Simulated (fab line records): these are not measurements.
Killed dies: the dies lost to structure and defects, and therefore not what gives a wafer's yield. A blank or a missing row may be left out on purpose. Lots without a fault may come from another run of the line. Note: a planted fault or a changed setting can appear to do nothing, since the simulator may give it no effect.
Matching of chambers -- flow n5Finfet -- 4 sister chambers for N5_FIN_SAQP_MANDREL_ETCH_22 on rieSi-03
The step etches a-Si in HBr/Cl2, stops on SiNx, target depth 60 nm, bt time 10 s, time 30 s. 14 wafers are shown with their chamber, then 7 later ones without.

## WAFERS, EACH WITH ITS CHAMBER
wafer,chamber,drypumpMotorCurrentA (A),throttleValvePct (%),oesProductAu (a.u.)
L075.1,0,6.4,34.9,0.756
L075.4,3,5.5,35.6,0.801
L075.6,3,5.6,35.6,0.814
L083.3,0,6.4,34.9,0.749
L083.5,0,6.4,34.8,0.766
L083.6,3,5.5,35.6,0.790
L087.2,0,6.4,34.9,0.742
L087.4,1,5.1,34.7,0.770
L087.6,1,5.1,34.7,0.777
L088.2,3,5.5,35.7,0.786
L088.4,2,5.7,34.6,0.753
L088.6,3,5.5,35.6,0.809
L091.3,1,5.1,34.7,0.773
L091.4,2,5.7,34.6,0.763

SIGNATURES, as means of the wafers listed above
reading,chamber 0,chamber 1,chamber 2,chamber 3,scatter within a chamber
drypumpMotorCurrentA,6.400,5.100,5.700,5.520,0.0283
throttleValvePct,34.875,34.700,34.600,35.620,0.0394
oesProductAu,0.75325,0.77333,0.75800,0.80000,0.00982
Rule: a wafer lies at a distance from a chamber equal to the root of the sum of squares, over the readings, of (its reading less the chamber's mean, divided by the reading's scatter). If the next closest chamber is less than 2 further off than the closest, the wafer can't be placed; otherwise it belongs to the closest. The scatter: take each reading less its chamber's mean, square it, sum over the shown wafers, divide by the number of wafers less the number of chambers, and take the root.

## WAFERS MISSING THEIR CHAMBER
wafer,drypumpMotorCurrentA (A),throttleValvePct (%),oesProductAu (a.u.)
L091.6,5.7,34.6,0.765
L096.3,5.1,34.7,0.766
L096.5,6.4,34.8,0.776
L096.6,5.5,35.6,0.809
L097.1,5.5,35.7,0.786
L097.3,6.4,34.8,0.763
L097.4,5.1,34.7,0.775

## WHICH CHAMBER EACH WENT THROUGH
wafer,from the rows above,in truth
L091.6,2,2
L096.3,1,1
L096.5,0,0
L096.6,3,3
L097.1,3,3
L097.3,0,0
L097.4,1,1
7 of 7 placed correctly. Left unplaced by these rows: 0. 0 placed wrongly.
